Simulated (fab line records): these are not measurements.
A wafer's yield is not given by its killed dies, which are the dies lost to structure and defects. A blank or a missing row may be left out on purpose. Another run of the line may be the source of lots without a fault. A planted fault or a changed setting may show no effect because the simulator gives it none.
fab line records	flow nandHarc
[record] lots = 7	wafers = 19	lastDay = 23
route steps=1159 shown A_CONTACT@929 END@1159
lots that met no fault: from a run of the same line without faults
startH: start of the lot's first displayed wafer, in hours after the record's first day	waitH: hours since the lot's step before	" repeats the value in the row above	L1.1+2: a single row standing in for several wafers	- no value present, or no start provided	* or withheld: withheld	< > ~ a bound
route shown NAME@n: names a module that has steps shown in the file, with the first one's number in the route	usual: mean/standard deviation of fault-free wafers	same: alike in all rows	chamber/n: place in a boat	sites: the reading at each site	_std_site: the values' standard deviation	_edge_site: inner sites' mean taken away from outer sites' mean	radiusMm: for every site, how far away it sits from the centre of the wafer	mask NAME#n: copy n	behind: the most recent tool/chamber to have shaped the wafer	hold: what put the lot on hold/how long, in hours/how the hold closed	device: the n, p or np transistor that did not switch	end of line: at the end of the route, the tests of the same wafers	for a step that has no rows: nothing shown but its recipe	killed: count of dies lost to structure and defects at first sort (not the wafer's yield)	map: shows each die of a wafer: x if killed, . if not, _ if none is there
set.NAME: the setting that was run; set.NAME@STEP: the one run at that earlier step	model.NAME: the simulator's own value behind a step, which no gauge read
lots at selected steps of the route; one table per step, one row per wafer
services: from which hour (startH, from the record's first day; less than 0 if before it) a tool's chamber was out of use, for how many hours, and why
[[steps]]
[step NHARC_A_CONTACT_COAT_02]
[recipe] spinRpm = 1500	resistThkNm = 90
[step NHARC_A_CONTACT_SOFTBAKE_03]
[recipe] tempC = 105	timeS = 55
[step NHARC_A_CONTACT_EBR_04]
[step NHARC_A_CONTACT_EXPOSE_05]
[recipe] na = 1.35	sigmaOuter = 0.8	doseMj = 84.24	maskId = A_CC
[step NHARC_A_CONTACT_PEB_06]
[recipe] pebTempC = 100	pebTimeS = 65
[step NHARC_A_CONTACT_DEVELOP_07]
[recipe] developTimeS = 35	devTempC = 23
[step NHARC_A_CONTACT_CD_MEAS_08]
[recipe] targetCdNm = 100	landingEnergyEv = 500
[usual] cdNm = 100.3/0.61
lot.wafer	tool	chamber	startH	waitH	cdNm
L463.3	cdSem-01	0	384.39	-	100.8
L463.4	"	0	"	"	102.2
L463.5	"	0	"	"	100.2
L468.1	cdSem-02	0	413.87	-	101.5
L468.2	"	0	"	"	100.6
L471.2	cdSem-01	0	430.40	-	99.2
L471.4	"	0	"	"	99.4
L471.6	"	0	"	"	99.7
L474.2	cdSem-01	0	437.75	-	100.5
L474.4	"	0	"	"	100.6
L477.1	cdSem-02	0	472.41	-	99.9
L477.3	"	0	"	"	99.8
L477.5	"	0	"	"	99.5
L481.2	cdSem-03	0	491.69	-	99.9
L481.4	"	0	"	"	99.6
L481.6	"	0	"	"	99.8
L483.1	cdSem-03	0	498.45	-	99.8
L483.2	"	0	"	"	100.7
L483.5	"	0	"	"	99.3
[step NHARC_A_CONTACT_OVL_MEAS_09]
[usual] overlayXNm = 0.3/0.72	overlayYNm = 0.0/0.78
lot.wafer	tool	chamber	startH	waitH	overlayXNm	overlayYNm
L463.3	overlay-01	-	384.47	-	0.9	0.4
L463.4	"	-	"	"	1.7	0.3
L463.5	"	-	"	"	1.3	0.2
L468.1	overlay-02	-	413.96	-	1.1	2.0
L468.2	"	-	"	"	1.2	1.8
L471.2	overlay-01	-	430.49	-	-1.1	-0.6
L471.4	"	-	"	"	-1.0	-1.0
L471.6	"	-	"	"	-0.8	-1.2
L474.2	overlay-01	-	437.84	-	1.0	0.3
L474.4	"	-	"	"	0.6	1.2
L477.1	overlay-01	-	472.50	-	0.5	0.2
L477.3	"	-	"	"	0.3	1.0
L477.5	"	-	"	"	0.6	0.5
L481.2	overlay-01	-	491.77	-	0.5	-0.9
L481.4	"	-	"	"	1.2	-1.0
L481.6	"	-	"	"	1.0	-1.4
L483.1	overlay-02	-	498.54	-	-0.6	-0.3
L483.2	"	-	"	"	-0.3	-0.7
L483.5	"	-	"	"	0.0	-0.4
[step NHARC_A_CONTACT_INSPECT_10]
[usual] rawDefectCount = 29/9.9
lot.wafer	tool	chamber	startH	waitH	rawDefectCount
L463.3	defectInspect-02	-	384.51	0.0	32
L463.4	"	-	"	"	33
L463.5	"	-	"	"	31
L468.1	defectInspect-01	-	414.00	0.0	11
L468.2	"	-	"	"	17
L471.2	defectInspect-01	-	430.52	0.0	24
L471.4	"	-	"	"	20
L471.6	"	-	"	"	25
L474.2	defectInspect-01	-	437.88	0.0	27
L474.4	"	-	"	"	32
L477.1	defectInspect-02	-	472.53	0.0	34
L477.3	"	-	"	"	33
L477.5	"	-	"	"	35
L481.2	defectInspect-02	-	491.81	0.0	52
L481.4	"	-	"	"	44
L481.6	"	-	"	"	58
L483.1	defectInspect-01	-	498.57	0.0	42
L483.2	"	-	"	"	46
L483.5	"	-	"	"	34
[step NHARC_A_CONTACT_DESCUM_13]
[recipe] timeS = 3	o2FlowSccm = 200	arFlowSccm = 0	biasPowerW = 0	chemistry = O2
[usual] drypumpMotorCurrentA = 5.7/0.41	oesProductAu = 0.999/0.0099	rfVppV = 57.6/0.89	showerheadPlenumPTorr = 1.88/0.07	throttleValvePct = 11.310/0.0091
[same] timeS = 3
lot.wafer	tool	chamber	startH	waitH	drypumpMotorCurrentA	oesProductAu	rfHoursCounterH	rfVppV	showerheadPlenumPTorr	throttleValvePct
L463.4	rieDiel-03	3	384.58	0.1	5.6	1.010	36	58.7	1.78	11.319
L463.3	"	1	"	"	5.7	0.995	32	57.4	1.95	11.321
L463.5	"	3	"	"	5.6	1.007	-	56.6	1.78	11.314
L468.2	rieDiel-03	0	414.19	0.2	6.3	0.988	3	56.8	1.84	11.317
L468.1	"	1	"	"	5.7	0.986	2	59.2	1.95	11.308
L471.2	rieDiel-03	2	430.59	0.1	5.3	1.006	4	55.5	1.80	11.316
L471.4	"	3	"	"	5.6	1.014	5	57.3	1.77	11.328
L471.6	"	2	"	"	5.3	1.013	-	57.9	1.80	11.302
L474.2	rieDiel-03	3	437.94	0.1	5.6	1.010	7	56.1	1.77	11.311
L474.4	"	1	"	"	5.7	0.993	7	58.9	1.94	11.311
L477.3	rieDiel-06	3	472.63	0.1	6.1	1.005	16	58.4	1.98	11.317
L477.1	"	0	"	"	5.2	0.996	15	56.5	1.86	11.312
L477.5	"	1	"	"	5.8	0.988	-	57.1	1.96	11.323
L481.2	rieDiel-06	0	491.87	0.1	5.2	1.005	20	57.3	1.86	11.317
L481.4	"	3	"	"	6.1	0.996	23	58.8	1.97	11.322
L481.6	"	1	"	"	5.8	0.999	-	58.3	1.96	11.322
L483.2	rieDiel-03	0	498.64	0.1	6.3	0.997	20	58.0	1.84	11.309
L483.1	"	1	"	"	5.8	0.989	20	57.4	1.94	11.327
L483.5	"	3	"	"	5.6	1.003	-	58.6	1.77	11.319
[step NHARC_A_CONTACT_ETCH_88]
[recipe] targetDepthA = 390	overEtchFrac = 0.3	timeS = 65	ionEnergyEv = 80	cf4FlowSccm = 150	arFlowSccm = 0	rfW = 300	biasW = 100	chemistry = CF4
[usual] drypumpMotorCurrentA = 5.7/0.41	oesProductAu = 0.999/0.011	rfVppV = 151.0/1.1	runLengthS = 86.3/0.62	showerheadPlenumPTorr = 1.74/0.061	throttleValvePct = 13.284/0.0085
[same] timeS = 65
lot.wafer	tool	chamber	startH	waitH	drypumpMotorCurrentA	oesProductAu	rfHoursCounterH	rfVppV	runLengthS	showerheadPlenumPTorr	throttleValvePct
L463.3	rieDiel-03	1	384.66	0.1	5.7	0.990	32	151.3	85.9	1.80	13.285
L463.4	"	2	"	"	5.3	1.003	31	149.2	86.8	1.67	13.269
L463.5	"	1	"	"	5.7	0.993	-	152.8	85.7	1.80	13.298
L468.1	rieDiel-03	3	414.27	0.1	5.6	1.005	2	149.7	86.3	1.65	13.288
L468.2	"	2	"	"	5.3	1.017	1	149.0	86.2	1.67	13.278
L471.2	rieDiel-03	3	430.68	0.1	5.6	1.010	5	150.8	86.6	1.65	13.307
L471.4	"	0	"	"	6.2	0.995	5	150.7	86.9	1.71	13.274
L471.6	"	2	"	"	5.3	1.016	-	151.1	86.4	1.67	13.273
L474.4	rieDiel-03	1	438.03	0.1	5.7	0.989	7	151.4	85.7	1.80	13.296
L474.2	"	2	"	"	5.3	1.002	6	150.6	86.4	1.67	13.296
L477.1	rieDiel-06	3	472.92	0.3	6.1	0.992	16	151.8	87.1	1.82	13.287
L477.3	"	0	"	"	5.2	0.998	15	151.9	85.6	1.72	13.272
L477.5	"	2	"	"	6.2	1.018	-	151.7	86.0	1.79	13.266
L481.2	rieDiel-06	1	491.97	0.1	5.8	0.985	21	150.6	86.2	1.81	13.289
L481.4	"	2	"	"	6.1	1.002	23	151.4	86.1	1.78	13.284
L481.6	"	3	"	"	6.2	0.997	-	151.7	87.6	1.82	13.278
L483.2	rieDiel-03	0	498.73	0.1	6.3	0.991	20	151.2	87.1	1.70	13.289
L483.1	"	2	"	"	5.3	1.010	20	150.2	86.5	1.67	13.296
L483.5	"	0	"	"	6.2	0.997	-	152.2	86.9	1.70	13.277
[step NHARC_A_CONTACT_ETCH_89]
[recipe] targetDepthA = 2600	overEtchFrac = 0.3	timeS = 475.3	ionEnergyEv = 200	n2FlowSccm = 150	h2FlowSccm = 150	arFlowSccm = 0	rfW = 400	biasW = 150	chemistry = N2/H2
[usual] drypumpMotorCurrentA = 5.7/0.4	oesProductAu = 0.998/0.01	rfVppV = 429.5/2.1	runLengthS = 496.6/0.62	showerheadPlenumPTorr = 2.01/0.076	throttleValvePct = 14.172/0.0084
[same] timeS = 475.3
lot.wafer	tool	chamber	startH	waitH	drypumpMotorCurrentA	oesProductAu	rfHoursCounterH	rfVppV	runLengthS	showerheadPlenumPTorr	throttleValvePct
L463.3	rieDiel-03	3	-	-	5.6	0.996	36	424.9	496.6	1.89	14.191
L463.4	"	1	"	"	5.7	0.986	32	430.5	496.2	2.08	14.190
L463.5	"	3	"	"	5.6	1.006	-	425.9	497.0	1.89	14.177
L468.1	rieDiel-03	2	-	-	5.3	1.022	1	427.6	496.5	1.92	14.182
L468.2	"	3	"	"	5.6	1.015	3	426.3	496.5	1.89	14.166
L471.4	rieDiel-03	1	-	-	5.7	0.994	5	430.8	495.9	2.07	14.175
L471.2	"	0	"	"	6.3	0.996	5	429.0	497.4	1.96	14.169
L471.6	"	1	"	"	5.7	0.998	-	430.8	496.0	2.07	14.181
L474.2	rieDiel-03	2	-	-	5.3	1.006	6	426.6	496.6	1.92	14.181
L474.4	"	3	"	"	5.6	0.990	8	427.0	496.8	1.89	14.180
L477.3	rieDiel-06	1	-	-	5.8	0.987	14	432.2	496.5	2.09	14.167
L477.1	"	2	"	"	6.2	1.005	16	431.2	496.5	2.06	14.169
L477.5	"	1	"	"	5.8	0.991	-	430.9	496.9	2.09	14.173
L481.4	rieDiel-06	1	-	-	5.9	0.979	21	430.9	496.9	2.09	14.174
L481.2	"	0	"	"	5.2	0.998	20	428.9	495.5	1.98	14.182
L481.6	"	2	"	"	6.1	1.006	-	430.3	496.4	2.06	14.166
L483.1	rieDiel-03	2	-	-	5.3	1.000	20	426.1	496.9	1.91	14.174
L483.2	"	3	"	"	5.6	1.000	20	426.6	496.6	1.88	14.177
L483.5	"	2	"	"	5.3	1.005	-	427.2	496.5	1.91	14.172
[step NHARC_A_CONTACT_ETCH_30]
[recipe] targetDepthA = 605	timeS = 30.2	cf4FlowSccm = 100	chf3FlowSccm = 30	arFlowSccm = 0	rfW = 500	biasW = 200	chemistry = CF4/CHF3
[usual] drypumpMotorCurrentA = 5.7/0.4	oesProductAu = 0.932/0.02	rfVppV = 369.7/1.9	runLengthS = 51.5/0.6	showerheadPlenumPTorr = 1.55/0.055	throttleValvePct = 16.801/0.01
lot.wafer	tool	chamber	startH	waitH	drypumpMotorCurrentA	oesProductAu	rfHoursCounterH	rfVppV	runLengthS	showerheadPlenumPTorr	throttleValvePct
L463.4	rieDiel-03	3	385.10	-	5.6	0.926	36	366.9	52.2	1.47	16.816
L463.3	"	0	"	"	6.3	0.925	35	369.5	52.8	1.52	16.827
L463.5	"	2	"	"	5.3	0.928	-	368.3	52.0	1.49	16.800
L468.1	rieDiel-03	3	414.71	-	5.5	0.990	3	367.8	44.4	1.47	16.798
L468.2	"	0	"	"	6.3	0.939	3	368.5	52.3	1.52	16.800
L471.4	rieDiel-03	0	431.11	-	6.3	0.912	5	368.4	45.3	1.52	16.810
L471.2	"	2	"	"	5.3	0.942	4	368.3	51.8	1.49	16.796
L471.6	"	1	"	"	5.7	0.917	-	372.5	50.8	1.60	16.792
L474.4	rieDiel-03	1	438.51	-	5.7	0.919	8	372.2	43.9	1.60	16.799
L474.2	"	2	"	"	5.3	0.934	6	367.4	51.3	1.49	16.806
L477.1	rieDiel-06	2	473.36	-	6.1	0.941	16	370.8	51.4	1.59	16.808
L477.3	"	3	"	"	6.1	0.932	16	370.9	52.5	1.62	16.800
L477.5	"	2	"	"	6.2	0.946	-	371.9	51.7	1.59	16.803
L481.2	rieDiel-06	0	492.39	-	5.2	0.971	21	367.8	50.5	1.53	16.809
L481.4	"	3	"	"	6.1	0.987	23	371.5	52.6	1.62	16.790
L481.6	"	1	"	"	5.8	0.956	-	370.6	51.5	1.61	16.799
L483.1	rieDiel-03	1	499.73	-	5.7	0.918	20	370.1	50.7	1.59	16.806
L483.2	"	2	"	"	5.3	0.940	20	367.2	51.7	1.48	16.803
L483.5	"	0	"	"	6.3	0.923	-	368.6	52.2	1.51	16.801
[step NHARC_A_CONTACT_ETCH_31]
[recipe] targetDepthA = 20000	overEtchFrac = 0.3	timeS = 520	ionEnergyEv = 150	o2FlowSccm = 400	cosFlowSccm = 20	arFlowSccm = 0	rfW = 500	biasW = 300	chemistry = O2/COS
[usual] drypumpMotorCurrentA = 5.7/0.41	oesProductAu = 0.999/0.01	rfVppV = 313.3/1.8	runLengthS = 541.3/0.62	showerheadPlenumPTorr = 3.07/0.11	throttleValvePct = 28.331/0.0091
[same] timeS = 520
lot.wafer	tool	chamber	startH	waitH	drypumpMotorCurrentA	oesProductAu	rfHoursCounterH	rfVppV	runLengthS	showerheadPlenumPTorr	throttleValvePct
L463.3	rieDiel-03	2	-	-	5.3	1.012	31	312.6	541.3	2.95	28.321
L463.4	"	0	"	"	6.3	1.002	35	312.6	541.9	3.01	28.326
L463.5	"	3	"	"	5.6	1.007	-	310.6	541.7	2.91	28.330
L468.2	rieDiel-03	0	-	-	6.3	0.976	3	311.8	542.0	3.01	28.317
L468.1	"	1	"	"	5.7	0.993	3	315.1	540.7	3.17	28.331
L471.2	rieDiel-03	2	-	-	5.4	1.008	4	311.0	542.0	2.95	28.353
L471.4	"	3	"	"	5.6	1.009	6	310.7	541.3	2.91	28.347
L471.6	"	1	"	"	5.7	0.988	-	315.5	540.5	3.17	28.318
L474.2	rieDiel-03	2	-	-	5.4	0.997	6	313.1	541.6	2.95	28.329
L474.4	"	0	"	"	6.3	0.990	8	313.2	541.9	3.01	28.311
L477.1	rieDiel-06	3	-	-	6.1	0.998	16	315.2	542.3	3.22	28.329
L477.3	"	1	"	"	5.9	0.983	15	313.1	541.6	3.19	28.316
L477.5	"	3	"	"	6.1	0.999	-	314.5	542.0	3.22	28.334
L481.2	rieDiel-06	1	-	-	5.9	0.988	21	314.5	541.3	3.19	28.338
L481.4	"	3	"	"	6.1	0.993	23	314.4	542.2	3.21	28.317
L481.6	"	1	"	"	5.9	0.979	-	314.5	541.6	3.19	28.340
L483.2	rieDiel-03	2	-	-	5.4	1.014	20	311.6	541.6	2.94	28.343
L483.1	"	3	"	"	5.6	1.004	21	309.5	541.4	2.90	28.345
L483.5	"	3	"	"	5.6	1.004	-	310.8	541.5	2.90	28.325
[step NHARC_END_SORT_01]
[recipe] tempC = 25
[usual] killedAtArray = 29/8.4	killedAtOther = 0.7/1.2	killedAtPeriphery = 3.8/2.1	killedDies = 33/9	killedOpen = 3.4/2	killedShort = 2.1/1.4
[same] grossDies = 677
lot.wafer	tool	chamber	startH	waitH	killedAtArray	killedAtOther	killedAtPeriphery	killedDies	killedOpen	killedShort
L468.1	prober-02	0	503.26	2.5	253	1	1	255	3	2
L471.4	prober-01	0	513.50	3.4	244	0	0	244	4	1
L474.4	prober-02	0	521.27	3.4	293	0	2	295	2	2
// killed by level:class
L468.1 A_CONTACT:areaEtch=238 A_CONTACT:chamberFilmFlake=4 A_CHANNEL_HOLE_D1:chamberFilmFlake=3 A_STAIRCASE:chamberFilmFlake=3 A_SOURCE_PLATE:geometricParticle:open=1 A_CHANNEL_HOLE_D1:geometricParticle:open=1 A_CHANNEL_FILL_D1:geometricParticle:open=1 A_SGD_CUT:geometricParticle:short=1
L471.4 A_CONTACT:areaEtch=223 A_SLIT:chamberFilmFlake=14 A_M0:geometricParticle:open=2 A_CHANNEL_HOLE_D1:chamberFilmFlake=2 A_ONON_D1:geometricParticle:short=1 A_CONTACT:geometricParticle:open=1 A_BLC:geometricParticle:open=1
L474.4 A_CONTACT:areaEtch=262 A_SLIT:chamberFilmFlake=18 A_CHANNEL_HOLE_D1:chamberFilmFlake=4 A_CONTACT:chamberFilmFlake=3 P_M2:geometricParticle:short=1 A_ONON_D1:geometricParticle:open=1 A_CHANNEL_HOLE_D1:geometricParticle:short=1 A_SGD_CUT:geometricParticle:open=1
// map L468.1 (x killed, . not)
____________x____________
_________xx..xxx_________
_______xxxxx.xx.xx_______
______xx.x..x.xx.xx______
_____xx..x....xxxxxx_____
____xx..x..xxx...xxxx____
____..x....xxx.x.xxxx____
___x.xxx..x..xx..x....___
___xxx..xxx......xxxxx___
__.x..x..xx.....x.xxx.x__
__xx.x..........xx...xx__
_..x............x....xxx_
_xx......x.....xx...xxxx_
_x.x..............x..xxx_
_x..x.............x.xxx._
_xx..................x.x_
x..x..x...........x...x..
....x..x...........xxxxxx
xxxx....x.........x.xxx..
x..................x..xxx
xx..x...............xxxxx
_.x.................xx.._
_x.x.x.............x..xx_
_xx..x....x.....x.....xx_
_xxxx.........xx..xxxxxx_
_..xxx........xx..xxxx.x_
__....x..x.........xxxx__
__xx...xx.x...x...x.x..__
___..x.....x........x.___
___.xx.x...x.xx.x..xxx___
____.xx.......xx.xx.x____
____..x.....x.xx..xxx____
_____xx.....x..xxxxx_____
______x.x.x...xx..x______
_______x..xxx....x_______
_________xxxx.x._________
____________x____________
// map L471.4 (x killed, . not)
____________x____________
_________.xxxxx._________
_______.....xxxxxx_______
______xx.xxx.xxx..x______
_____.x.x.x...xx.x.x_____
____.x...xxx......xxx____
____x..xx...xxx..x.x.____
___x.x.xx.x.....xx..xx___
___.....x..x....xx..xx___
__x...x.xx.......xxxxxx__
__.x.xx...x..........xx__
_xx.....xx.x.......xxx.x_
_x.xx.x.....x...x.....xx_
_xx.x.x.......x.x.x...xx_
_..x.xx........x.x.....x_
_.x........x......xxx.xx_
.x..x..................xx
xxxx.................xxxx
.xx..............x....xxx
x.x.........x.......xx..x
.........x...........x.xx
_xxx...................x_
_.x..............x...xxx_
_..xxx....xxx.........xx_
_x...x..............xxxx_
_..................xxx.x_
__x.xx.x...xx...x....xx__
__..x...........x.xx.xx__
___xx......x....x...xx___
___xxxxx...x....x.xx.x___
____.xx..x..x...x.x.x____
____.xx..x.x..x....xx____
_____xxxx.x.....xx.x_____
______xx..xx.x.x.xx______
_______xxxxx.xx.xx_______
_________x.xx.xx_________
____________x____________
[[services]]
tool	chamber	startH	hours	kind
rieDiel-03	1	368.54	-	consumableReplace:focusRing
rieDiel-03	1	368.54	9.0	scheduledDown
rieDiel-03	1	368.54	9.0	ventCycle
rieDiel-03	0	372.07	-	clean
rieDiel-03	2	372.07	-	clean
rieDiel-03	3	372.07	-	clean
rieDiel-06	2	381.35	7.2	repair
rieDiel-03	-	392.33	9.0	pm
rieDiel-03	0	392.33	9.0	ventCycle
rieDiel-03	1	392.33	9.0	ventCycle
rieDiel-03	2	392.33	13.3	ventCycle
rieDiel-03	3	392.33	9.0	ventCycle
rieDiel-03	0	401.33	-	clean
rieDiel-03	1	401.33	-	clean
rieDiel-03	3	401.33	-	clean
rieDiel-06	3	412.97	5.3	repair
rieDiel-06	0	415.46	5.6	repair
rieDiel-06	-	418.30	9.0	pm
rieDiel-03	0	426.02	-	clean
rieDiel-03	1	426.02	-	clean
rieDiel-03	2	426.02	-	clean
rieDiel-03	3	426.02	-	clean
rieDiel-03	0	450.52	-	clean
rieDiel-03	-	458.90	0.2	repair
[[key]]
[firstSign] step = NHARC_A_CONTACT_ETCH_30	reading = runLengthS	direction = down	sigmas = 12	usual = *	struck = *
[effect] step = NHARC_END_SORT_01	reading = killedAtArray	direction = up	sigmas = 28	usual = 29	struck = 263
[moreKillsBornAt] NHARC_A_CONTACT_ETCH_30@rieDiel-03 = 723
metAt NHARC_A_CONTACT_ETCH_30
struckWafers L468.1,L471.4,L474.4
testerLeftOut L468,L471,L474
onsetBetween 385.10 414.71
[fault] kind = processParameterDrift	tool = rieDiel-03	chamber = -	onsetH = 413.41	steps = NHARC_A_CONTACT_ETCH_30	channel = timeS	offset = *	shape = step	endH = 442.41	scope = struckWafersOnly	actsIn = *	stated = *
// testerLeftOut: of these lots the tester's yield and bins aren't shown, on N5 and GAA mostly nor the transistor test; their killed dies are dies lost to structure and defects alone, not to doping, threshold or leakage, so they don't give the yield
